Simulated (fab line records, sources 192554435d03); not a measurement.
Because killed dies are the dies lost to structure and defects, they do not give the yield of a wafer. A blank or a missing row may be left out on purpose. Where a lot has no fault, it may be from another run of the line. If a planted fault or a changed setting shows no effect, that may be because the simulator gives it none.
Comparing a struck lot with a sound one | flow n5 finfet | 15 steps out of a route of 1938
Sound: these wafers, L185.2, L185.3, L185.6. Struck: wafer L181.6 (left out: L181.1, L181.3 of the same lot, which were not struck); the cause appears at the end.
Each step with rows lists, per side, the tool, then ch with its chambers, then its first start. Under that, the readings that differ: sound wafers | struck wafers | difference of the means | sigmas: that difference in standard deviations of wafers without a fault.
alike: a reading whose means differ by less than 2 such deviations, as well as words and numbers matching on both sides. not compared: withheld readings; readings where some wafer has no value; bounds like >300 that might hide an equal value; numbers whose values overlap and for which the record gives no deviation.
The two part at a step that has a row with sigmas, a row that says differs or no value, or rows on one side only. Numbers that have no deviation but don't overlap get no sigmas and don't part them. A reading that every wafer of one side lacks parts them only if that side has two wafers or more.

first, 1 step without rows for these wafers: N5_SD_EPI_P_SRD_25 (time 30 s).
N5_SD_EPI_P_INSPECT_26: inspects for defects (darkfield).
  sound on defect inspect-01, day 8 09:50; struck on defect inspect-01, day 7 17:32
  alike: raw defect count
N5_SD_ACTIVATION_RTA_00: time 0 s.
  sound on rtp anneal-01 ch 0, day 8 10:02; struck on rtp anneal-01 ch 0, day 7 17:34
  alike: lamp power pct, lamp_zone_6_pct, wafer_temp_C_max
N5_SD_ACTIVATION_LSA_01: time 0.0008 s.
  sound on laser anneal-02 ch 0, day 8 10:15; struck on laser anneal-02 ch 0, day 7 17:46
  alike: wafer_temp_C_max
N5_SD_ACTIVATION_RS_MEAS_03: a four-point-probe measurement.
  sound on film metro-01, day 8 10:26; struck on film metro-02, day 7 17:58
  alike: RS_SD_N, RS_SD_P
N5_SD_ACTIVATION_INSPECT_02: inspects for defects (darkfield).
  sound on defect inspect-02, day 8 10:44; struck on defect inspect-02, day 7 18:17
  alike: raw defect count
N5_ILD0_LINER_00: material SiNx, target thk 4 nm, pulse time 1 s, purge time 2 s.
  sound on ald sin-04 ch 0,1, day 8 11:08; struck on ald sin-02 ch 3, day 7 20:03
  alike: heater power w, precursor pulse height rel
then, 2 steps without rows for these wafers: N5_ILD0_FCVD_FILL_01 (material SiO2 flowable, target thk 200 nm, time 328.3 s); N5_ILD0_CURE_02 (time 1800 s).
N5_ILD0_CMP_03: polishes, stops on SiNx, t overpolish 1.9 s, target thk 197.38 nm.
  sound on cmp-01 ch 2,3, day 8 13:31; struck on cmp-04 ch 2, day 7 22:25
  reading                 | sound             | struck | difference | sigmas
  head pressure psi (psi) | 4.142 4.139 4.154 | 4.164  | +0.019     | +2
  alike: edge zone pressure frac, motor current A, overpolish run s, time to endpoint s
N5_ILD0_THK_MEAS_04:
  sound on film metro-01, day 8 13:49; struck on film metro-02, day 7 22:42
  alike: thk nm
N5_ILD0_CMP_07: polishes SiO2 flowable, stops on poly-Si, t overpolish 1.18 s, target thk 138.88 nm.
  sound on cmp-04 ch 1,2,3, day 8 13:52; struck on cmp-01 ch 2, day 7 22:49
  reading                 | sound             | struck | difference | sigmas
  head pressure psi (psi) | 4.148 4.151 4.143 | 4.685  | +0.538     | +61
  alike: edge zone pressure frac, motor current A
N5_ILD0_THK_MEAS_08:
  sound on film metro-01, day 8 14:08; struck on film metro-02, day 7 23:02
  alike: thk nm
-- the record jumps here: 4 days lie between the struck wafers' starts before and after (it left off in module ILD0 and takes up again in module BEOL_M4, whose first step shown is number 1111 of the route) --
N5_BEOL_M4_RC_MEAS_101:
  sound on prober-02 ch 0, day 13 01:44; struck on prober-01 ch 0, day 12 04:24
  reading       | sound          | struck | difference | sigmas
  DIBL_N (mV/V) | 34.5 34.9 34.6 | 38.0   | +3.3       | +2
  alike: DIBL_P, IOFF_N, IOFF_P, ION_N, ION_P, SS_N, SS_P, VT_N, VT_P
-- here the record skips 4 days between the struck wafers' starts before and after, leaving off in module BEOL_M4 and picking up in module PASSIVATION (first step shown: number 1936 of the route) --
N5_PASSIVATION_PROBE_49:
  sound on prober-02, day 17 06:45; struck on prober-02, day 16 14:11
  alike: defect limited yield, killed_at_M0_to_M3, killed_at_M4_up, killed at contacts, killed at front end, killed at other, killed dies, killed on rim, killed open, killed short, sort_bin_5_function, sort_bin_6_memory, sort n pass, sort yield pct

## WHERE THEY PART
First at N5_ILD0_CMP_03; last, within this record, at N5_BEOL_M4_RC_MEAS_101. Later steps at which nothing parts them and some readings are alike: N5_PASSIVATION_PROBE_49.

WHY: whatever the simulator had introduced
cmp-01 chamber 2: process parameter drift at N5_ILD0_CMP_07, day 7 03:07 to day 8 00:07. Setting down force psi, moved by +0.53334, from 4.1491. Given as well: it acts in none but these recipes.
